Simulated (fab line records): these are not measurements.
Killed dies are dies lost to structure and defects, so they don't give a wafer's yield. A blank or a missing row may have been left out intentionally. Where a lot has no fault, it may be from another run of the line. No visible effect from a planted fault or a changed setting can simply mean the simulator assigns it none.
Which tool is to blame? -- flow n5Finfet -- 12 lots with 36 wafers sampled at 3 steps, on a route of 1938 steps

## WHAT THE GAUGES READ, wafer by wafer
N5_BEOL_M2_THK_MEAS_53: measures by xrf.
lot,measured,on,M2_THK (nm)
L075,day 7 09:08,filmMetro-02,37.0 39.9 37.7
L077,day 8 04:25,filmMetro-01,40.8 39.3 38.1
L079,day 8 09:16,filmMetro-02,40.0 38.8 37.4
L081,day 9 08:44,filmMetro-01,38.1 38.7 39.4
L083,day 9 22:41,filmMetro-02,38.8 40.3 38.9
L086,day 10 00:53,filmMetro-02,39.9 40.2 39.4
L088,day 10 21:40,filmMetro-02,38.0 38.6 40.1
L090,day 10 23:33,filmMetro-01,39.5 39.4 39.2
L091,day 12 02:53,filmMetro-02,40.8 40.9 39.7
L093,day 12 05:45,filmMetro-01,39.7 40.5 39.0
L095,day 12 11:13,filmMetro-01,39.0 37.7 37.5
L097,day 13 11:53,filmMetro-01,37.3 39.2 41.2

## WHAT TOOL EACH LOT RAN ON (gives the tool, then ch and the chambers of the sampled wafers, and finally the start)
lot,N5_BEOL_M2_ANNEAL_82,N5_BEOL_M2_ANNEAL_87
L075,"pvdSputter-03, day 7 07:02","pvdSputter-03, day 7 07:16"
L077,"pvdSputter-01, day 8 02:23","pvdSputter-01, day 8 02:37"
L079,"pvdSputter-02, day 8 07:15","pvdSputter-02, day 8 07:28"
L081,"pvdSputter-02, day 9 01:40","pvdSputter-02, day 9 06:54"
L083,"pvdSputter-01, day 9 20:31","pvdSputter-01, day 9 20:44"
L086,"pvdSputter-01, day 9 22:36","pvdSputter-01, day 9 22:49"
L088,"pvdSputter-03, day 10 19:38","pvdSputter-03, day 10 19:52"
L090,"pvdSputter-03, day 10 21:29","pvdSputter-03, day 10 21:42"
L091,"pvdSputter-02, day 12 00:51","pvdSputter-02, day 12 01:04"
L093,"pvdSputter-03, day 12 03:43","pvdSputter-03, day 12 03:56"
L095,"pvdSputter-03, day 12 09:11","pvdSputter-03, day 12 09:24"
L097,"pvdSputter-03, day 13 09:52","pvdSputter-03, day 13 10:05"
- N5_BEOL_M2_ANNEAL_82: time 240 s.
- N5_BEOL_M2_ANNEAL_87: time 240 s.

## THE ANSWER, worked out from the rows above alone
Rule: usual is defined by the lots themselves. The widest of any qualifying gaps counts: lots, ordered by their means at a reading, are off when they make up no more than a third of the lots, leave a main group of 4 or more, and stand apart from it by 3 or more times the standard deviation of that group's means. A main group whose means are all the same, to the digits that the tables above print for the reading, isn't used. A lot without any number at a reading at which 4 lots or more have one is off too. The other lots that the step has rows for count as sound.
No lot is off on any of the readings shown, so nothing can be concluded from this.

## WHAT WAS PUT IN BY THE SIMULATOR
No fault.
